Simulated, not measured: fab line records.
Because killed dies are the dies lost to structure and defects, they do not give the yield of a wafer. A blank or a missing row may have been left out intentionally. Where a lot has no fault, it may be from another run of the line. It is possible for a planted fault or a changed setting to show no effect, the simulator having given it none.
Chamber matching	flow n5Finfet	N5_BEOL_M6_STRIP_19 on rieDiel-05 has 4 sister chambers
The step strips in O2. 4 wafers are shown with their chamber, then 8 later ones without.

## EACH WAFER AND ITS CHAMBER
wafer	chamber	showerheadPlenumPTorr (Torr)
L090.4	1	2.04
L091.2	2	2.17
L091.5	0	2.09
L088.2	3	2.04

## WAFERS WITH NO CHAMBER GIVEN
wafer	showerheadPlenumPTorr (Torr)
L088.3	2.16
L088.6	2.04
L093.2	2.04
L093.4	2.16
L093.6	2.04
L097.1	2.09
L097.5	2.16
L097.6	2.03

## EACH ONE'S CHAMBER
wafer	from the rows above	in truth
L088.3	2	2
L088.6	can't be placed: 1 or 3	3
L093.2	can't be placed: 1 or 3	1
L093.4	2	2
L093.6	can't be placed: 1 or 3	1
L097.1	0	0
L097.5	2	2
L097.6	can't be placed: 1 or 3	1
Correctly placed: 4 of 8. From these rows, 4 cannot be placed; in 4 the true chamber is one of the candidates. Number placed wrongly: 0.
How it was worked out, from the rows above alone: a wafer's distance from a chamber is the root of the sum, over the readings, of the square of ((its reading less the chamber's mean) divided by the reading's scatter). If the next closest chamber is less than 2 further off than the closest, the wafer can't be placed; otherwise it belongs to the closest. Each chamber's mean is taken over the wafers shown for it. The scatter: with one shown wafer a chamber, the root of the mean of the squares of how far each hidden wafer lies from its nearest shown one.
